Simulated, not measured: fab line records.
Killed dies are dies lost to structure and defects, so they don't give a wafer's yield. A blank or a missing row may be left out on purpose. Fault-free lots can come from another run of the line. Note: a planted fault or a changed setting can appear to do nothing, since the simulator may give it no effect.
The tool behind it: which one? -- flow n5 finfet -- 7 lots, 21 wafers sampled, at 5 steps of a route of 1938

## WHAT THE GAUGES READ, wafer by wafer
N5_BEOL_M5_CD_MEAS_18: pitch 56 nm, target cd 28 nm.
lot,measured,on,cd nm (nm)
L997,day 8 12:16,cd sem-03,28.20 27.95 28.11
L102,day 9 05:59,cd sem-01,- - -
L111,day 11 06:44,cd sem-03,28.06 27.96 28.18
L112,day 11 21:52,cd sem-01,28.22 28.18 28.64
L115,day 12 14:28,cd sem-03,27.72 27.97 27.70
L116,day 13 02:20,cd sem-02,28.10 28.25 27.89
L120,day 14 02:00,cd sem-02,28.43 27.64 28.11

## TOOL THAT RAN EACH LOT (tool first, then ch and the chambers of the sampled wafers, then the start)
lot,N5_BEOL_M4_PRE_CLEAN_60,N5_BEOL_M5_ETCH_72,N5_BEOL_M5_ETCH_62,N5_BEOL_M5_HM_OPEN_17
L997,"cvd co-01 ch 0, day 8 08:13","rie diel-06 ch 0,1,3, day 8 11:37","rie diel-06 ch 0,1,3, day 8 11:40","rie metal-02 ch 0,1, day 8 12:05"
L102,"cvd co-01 ch 0,1,2, day 9 02:57","rie diel-06 ch 0,2,3, day 9 05:35","rie diel-06 ch 0,2,3, day 9 05:38","rie metal-03 ch 0,1, day 9 05:48"
L111,"cvd co-02 ch 0,1,2, day 11 02:52","rie diel-06 ch 0,2,3, day 11 06:15","rie diel-06 ch 0,2,3, day 11 06:18","rie metal-01 ch 0,1, day 11 06:28"
L112,"cvd co-01 ch 0,2, day 11 18:17","rie diel-06 ch 0,1,2, day 11 21:23","rie diel-06 ch 0,1,2, day 11 21:26","rie metal-02 ch 1, day 11 21:40"
L115,"cvd co-01 ch 0,2, day 12 10:58","rie diel-03 ch 0,1,2, day 12 14:04","rie diel-03 ch 0,1,2, day 12 14:07","rie metal-03 ch 0,1, day 12 14:17"
L116,"cvd co-01 ch 1,2, day 12 22:55","rie diel-06 ch 0,2, day 13 01:55","rie diel-06 ch 0,2, day 13 01:58","rie metal-02 ch 0,1, day 13 02:08"
L120,"cvd co-02 ch 0,1,2, day 13 22:13","rie diel-03 ch 0,1, day 14 01:35","rie diel-03 ch 0,1, day 14 01:38","rie metal-02 ch 0,1, day 14 01:50"
- N5_BEOL_M4_PRE_CLEAN_60: time 15 s.
- N5_BEOL_M5_ETCH_72: etches underlayer in N2/H2, target depth 6.5 nm, time 5.2 s.
- N5_BEOL_M5_ETCH_62: etches SOC in N2/H2, target depth 75 nm, overetch 15 nm, time 112.5 s.
- N5_BEOL_M5_HM_OPEN_17: chemistry Cl2/BCl3, target TiN, target depth 20 nm, overetch 6 nm.

## THE ANSWER, worked out from the rows above alone
Rule: usual is defined by the lots themselves. The widest of any qualifying gaps counts: lots, ordered by their means at a reading, are off when they make up no more than a third of the lots, leave a main group of 4 or more, and stand apart from it by 3 or more times the standard deviation of that group's means. If all means in a main group match to the digits the tables above print for the reading, that group is not used. Also off: a lot with no number at a reading for which 4 or more lots have one. The other lots that the step has rows for count as sound.
Off: L102, at N5_BEOL_M5_CD_MEAS_18 (cd nm). Without a number there: L102. Main group: mean 28.07 nm, sd 0.16.
If a tool, at a process step before that reading, ran all the lots that are off and no sound lot after the first of them, it fits. Gauges at N5_BEOL_M5_CD_MEAS_18: tried the same way as those tools. None of those tried fits.

## WHAT HAD BEEN PUT IN BY THE SIMULATOR
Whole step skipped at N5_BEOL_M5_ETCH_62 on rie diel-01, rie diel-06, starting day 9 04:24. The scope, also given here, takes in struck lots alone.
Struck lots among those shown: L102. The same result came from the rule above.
